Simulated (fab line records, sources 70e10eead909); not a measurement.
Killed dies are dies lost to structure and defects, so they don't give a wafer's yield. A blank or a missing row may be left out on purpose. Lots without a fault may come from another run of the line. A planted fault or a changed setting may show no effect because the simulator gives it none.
A struck lot beside a sound one | flow nand_harc | 15 steps out of a route of 1302
Sound: wafers L975.4, L975.5, L975.6. Struck: wafer L985.2. (L985.3, L985.6 of the same lot were not struck and are left out.) The cause comes at the end.
At each step with rows: each side's tool, then ch and its chambers, then its first start. Under that, the readings that differ: sound wafers | struck wafers | difference of the means | sigmas: that difference in standard deviations of wafers without a fault.
alike: readings whose means differ by less than 2 such deviations, and words and numbers that are the same on both sides. not compared: withheld readings, readings that some wafer has no value for, bounds like >300 that may hide the same value, and numbers for which the record gives no deviation and whose values overlap.
The two part at a step that has a row with sigmas, a row that says differs or no value, or rows on one side only. Numbers that don't overlap but have no deviation are shown without sigmas and don't part them. A reading that every wafer of one side lacks parts them only if that side has two wafers or more.

first, 1 step without rows for these wafers: NHARC_A_CONTACT_ETCH_137 (etches the open film in C4F8/O2/Ar, time 311 s, target depth 1912 nm).
NHARC_A_CONTACT_ETCH_138: etches the open film in C4F8/O2/Ar, time 311 s, target depth 1914 nm.
  sound on har_cap_etch-02 ch 0,1, day 22 19:33; struck on har_cap_etch-02 ch 1, day 27 13:05
  reading                | sound | struck | difference                   | sigmas
  rf_hours_counter_h (h) | - - - | 113    | no value on the sound wafers |
  alike: oes_air_line_au
NHARC_A_CONTACT_ETCH_139: etches the open film in C4F8/O2/Ar, time 195 s, target depth 840 nm.
  sound on har_cap_etch-02 ch 0,1, day 22 19:49; struck on har_cap_etch-02 ch 1, day 27 13:22
  reading                | sound | struck | difference                   | sigmas
  rf_hours_counter_h (h) | - - - | 113    | no value on the sound wafers |
  alike: oes_air_line_au
then, 1 step without rows for these wafers: NHARC_A_CONTACT_ETCH_92 (etches the open film in CH3F/O2, target depth 40 nm, time 85.7 s).
NHARC_A_CONTACT_ETCH_98: etches the open film in C4F6/O2, target depth 20 nm, time 10 s.
  sound on rie_diel-09 ch 1,2,3; struck on rie_diel-11 ch 0
  alike: drypump_motor_current_A, oes_product_au, rf_vpp_V, showerhead_plenum_p_Torr, throttle_valve_pct
  not compared: rf_hours_counter_h
NHARC_A_CONTACT_CD_MEAS_15:
  sound on cd_sem-03, day 22 20:30; struck on cd_sem-03, day 27 14:06
  alike: cd_nm
then, 3 steps without rows for these wafers: NHARC_A_CONTACT_STRIP_107 (strips in N2/H2); NHARC_A_CONTACT_STRIP_108 (strips in CF4/CHF3); NHARC_A_CONTACT_STRIP_109 (strips in O2/COS).
NHARC_A_CONTACT_ETCH_110: etches the open film in CF4/O2, target depth 60 nm, overetch 6 nm, time 33 s.
  sound on rie_diel-11 ch 0,1,3, day 22 20:56; struck on rie_diel-08 ch 1, day 27 14:23
  alike: drypump_motor_current_A, oes_product_au, rf_vpp_V, showerhead_plenum_p_Torr, throttle_valve_pct
  not compared: rf_hours_counter_h
NHARC_A_CONTACT_STRIP_26: strips in O2.
  sound on rie_diel-11 ch 0,2,3; struck on rie_diel-08 ch 0
  reading                     | sound                | struck | difference | sigmas
  drypump_motor_current_A (A) | 6.6 6.2 6.1          | 4.8    | -1.5       | -3
  rf_vpp_V (V)                | 59.6 58.8 59.9       | 57.2   | -2.2       | -2
  throttle_valve_pct (%)      | 17.036 17.048 17.037 | 17.061 | +0.021     | +2
  alike: oes_product_au, showerhead_plenum_p_Torr
  not compared: rf_hours_counter_h
then, 1 step without rows for these wafers: NHARC_A_CONTACT_STRIP_27 (strips in post etch residue remover, time 600 s).
NHARC_A_CONTACT_ALD_18: deposits TiN, target thk 3 nm, pulse time 1 s, ald cycles 150.
  sound on ald_metal-02 ch 0,2,3, day 22 21:39; struck on ald_metal-01 ch 0, day 27 15:04
  reading    | sound       | struck | difference | sigmas
  ald_cycles | 150 150 150 | 77     | -73        |
  alike: heater_power_w, precursor_pulse_height_rel
  not compared: since_wet_clean_h
then, 1 step without rows for these wafers: NHARC_A_CONTACT_CVD_19 (deposits W, target thk 300 nm, time 802 s).
-- the record jumps here: 2 days lie between the struck wafers' starts before and after (it left off in module A_CONTACT and takes up again in module END, whose first step shown is number 1302 of the route) --
NHARC_END_SORT_01:
  the record has rows for the struck wafers here (prober-02 ch 0, day 29 15:40) and none for the sound ones

WHERE THEY PART
First at NHARC_A_CONTACT_ETCH_138; last, within this record, at NHARC_END_SORT_01.

WHY: what the simulator had put in
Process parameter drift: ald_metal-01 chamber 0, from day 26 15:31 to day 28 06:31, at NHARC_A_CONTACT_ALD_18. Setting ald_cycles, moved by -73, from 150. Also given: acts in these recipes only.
